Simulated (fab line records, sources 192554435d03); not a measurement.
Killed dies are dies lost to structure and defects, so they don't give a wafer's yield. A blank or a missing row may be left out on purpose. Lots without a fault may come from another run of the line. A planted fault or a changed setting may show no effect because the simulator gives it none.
Chamber matching | flow n5_finfet | N5_BEOL_M0_SAQP_DESCUM_45 on rie_diel-02: 4 sister chambers
The step chemistry O2, time 7 s. 18 wafers are shown with their chamber, then 9 later ones without.

WAFERS WITH THEIR CHAMBER
wafer  | chamber | showerhead_plenum_p_Torr (Torr) | throttle_valve_pct (%) | drypump_motor_current_A (A)
L076.1 | 0       | 2.10                            | 20.47                  | 5.1
L076.2 | 1       | 2.00                            | 19.96                  | 6.1
L076.4 | 3       | 2.17                            | 20.31                  | 5.4
L080.1 | 0       | 2.10                            | 20.50                  | 5.0
L080.2 | 3       | 2.17                            | 20.32                  | 5.5
L080.4 | 1       | 1.99                            | 19.98                  | 6.0
L084.2 | 2       | 2.06                            | 20.50                  | 5.9
L084.4 | 0       | 2.10                            | 20.48                  | 5.0
L084.5 | 1       | 1.99                            | 19.97                  | 6.0
L088.1 | 1       | 1.99                            | 20.01                  | 6.0
L088.3 | 3       | 2.17                            | 20.32                  | 5.5
L088.6 | 0       | 2.10                            | 20.50                  | 5.0
L089.3 | 1       | 1.99                            | 19.99                  | 6.0
L089.4 | 2       | 2.05                            | 20.51                  | 5.9
L089.6 | 1       | 1.99                            | 19.99                  | 6.0
L090.4 | 1       | 1.99                            | 19.98                  | 6.0
L090.5 | 2       | 2.05                            | 20.49                  | 5.9
L090.6 | 1       | 1.99                            | 20.00                  | 6.0

SIGNATURES (means of the wafers above)
reading                  | chamber 0 | chamber 1 | chamber 2 | chamber 3 | scatter within a chamber
showerhead_plenum_p_Torr | 2.1000    | 1.9912    | 2.0533    | 2.1700    | 0.00332
throttle_valve_pct       | 20.4875   | 19.9850   | 20.5000   | 20.3167   | 0.014
drypump_motor_current_A  | 5.025     | 6.013     | 5.900     | 5.467     | 0.0405
Rule: a wafer's distance from a chamber is the root of the sum, over the readings, of the square of ((its reading less the chamber's mean) divided by the reading's scatter). The wafer belongs to the nearest chamber; if the next one is less than 2 further off, it can't be placed. The scatter: the root of (the sum of the squares of (reading less its chamber's mean) over the shown wafers, divided by (wafers less chambers)).

WAFERS WITHOUT THEIR CHAMBER
wafer  | showerhead_plenum_p_Torr (Torr) | throttle_valve_pct (%) | drypump_motor_current_A (A)
L091.2 | 2.05                            | 20.50                  | 5.9
L091.3 | 2.17                            | 20.34                  | 5.5
L091.5 | 2.17                            | 20.31                  | 5.5
L092.2 | 1.99                            | 20.00                  | 6.0
L092.4 | 2.17                            | 20.35                  | 5.5
L092.5 | 2.17                            | 20.35                  | 5.5
L097.2 | 2.05                            | 20.54                  | 5.9
L097.3 | 1.98                            | 20.02                  | 6.0
L097.4 | 2.16                            | 20.35                  | 5.5

WHICH CHAMBER EACH WENT THROUGH
wafer  | from the rows above | in truth
L091.2 | 2                   | 2
L091.3 | 3                   | 3
L091.5 | 3                   | 3
L092.2 | 1                   | 1
L092.4 | 3                   | 3
L092.5 | 3                   | 3
L097.2 | 2                   | 2
L097.3 | 1                   | 1
L097.4 | 3                   | 3
Placed correctly: 9 of 9. Can't be placed from these rows: 0. Placed wrongly: 0.
